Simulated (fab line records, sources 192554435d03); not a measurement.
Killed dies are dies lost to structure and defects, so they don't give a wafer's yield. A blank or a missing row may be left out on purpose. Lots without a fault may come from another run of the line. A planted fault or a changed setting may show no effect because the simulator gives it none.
Chamber matching | flow n5_finfet | N5_MOL_CONTACT_COAG_DESCUM_45 on rie_diel-05: 4 sister chambers
The step chemistry O2, time 7 s. 18 wafers are shown with their chamber, then 9 later ones without.

WAFERS WITH THEIR CHAMBER
wafer  | chamber | drypump_motor_current_A (A) | showerhead_plenum_p_Torr (Torr) | throttle_valve_pct (%)
L074.2 | 0       | 5.8                         | 2.05                            | 20.20
L074.3 | 2       | 6.5                         | 2.16                            | 20.68
L074.6 | 3       | 5.2                         | 2.23                            | 20.22
L076.2 | 2       | 6.5                         | 2.16                            | 20.68
L076.5 | 1       | 5.7                         | 2.05                            | 20.41
L076.6 | 2       | 6.5                         | 2.16                            | 20.68
L077.2 | 3       | 5.2                         | 2.22                            | 20.21
L077.3 | 1       | 5.6                         | 2.05                            | 20.41
L077.6 | 1       | 5.6                         | 2.05                            | 20.40
L082.1 | 0       | 5.8                         | 2.04                            | 20.23
L082.2 | 1       | 5.6                         | 2.04                            | 20.41
L082.4 | 2       | 6.5                         | 2.15                            | 20.71
L083.1 | 0       | 5.8                         | 2.04                            | 20.21
L083.3 | 3       | 5.2                         | 2.22                            | 20.23
L083.5 | 2       | 6.6                         | 2.15                            | 20.71
L087.3 | 1       | 5.6                         | 2.04                            | 20.43
L087.4 | 3       | 5.2                         | 2.22                            | 20.25
L087.5 | 3       | 5.2                         | 2.22                            | 20.26

SIGNATURES (means of the wafers above)
reading                  | chamber 0 | chamber 1 | chamber 2 | chamber 3 | scatter within a chamber
drypump_motor_current_A  | 5.800     | 5.620     | 6.520     | 5.200     | 0.0338
showerhead_plenum_p_Torr | 2.0433    | 2.0460    | 2.1560    | 2.2220    | 0.00526
throttle_valve_pct       | 20.2133   | 20.4120   | 20.6920   | 20.2340   | 0.0164
Rule: a wafer's distance from a chamber is the root of the sum, over the readings, of the square of ((its reading less the chamber's mean) divided by the reading's scatter). The wafer belongs to the nearest chamber; if the next one is less than 2 further off, it can't be placed. The scatter: the root of (the sum of the squares of (reading less its chamber's mean) over the shown wafers, divided by (wafers less chambers)).

WAFERS WITHOUT THEIR CHAMBER
wafer  | drypump_motor_current_A (A) | showerhead_plenum_p_Torr (Torr) | throttle_valve_pct (%)
L089.2 | 6.5                         | 2.15                            | 20.71
L089.4 | 5.2                         | 2.21                            | 20.26
L089.5 | 5.6                         | 2.04                            | 20.45
L091.3 | 5.2                         | 2.21                            | 20.27
L091.5 | 5.2                         | 2.21                            | 20.26
L091.6 | 5.8                         | 2.04                            | 20.25
L097.1 | 6.5                         | 2.14                            | 20.36
L097.3 | 5.7                         | 2.03                            | 20.27
L097.6 | 6.5                         | 2.14                            | 20.36

WHICH CHAMBER EACH WENT THROUGH
wafer  | from the rows above | in truth
L089.2 | 2                   | 2
L089.4 | 3                   | 3
L089.5 | 1                   | 1
L091.3 | 3                   | 3
L091.5 | 3                   | 3
L091.6 | 0                   | 0
L097.1 | 2                   | 2
L097.3 | 0                   | 0
L097.6 | 2                   | 2
Placed correctly: 9 of 9. Can't be placed from these rows: 0. Placed wrongly: 0.
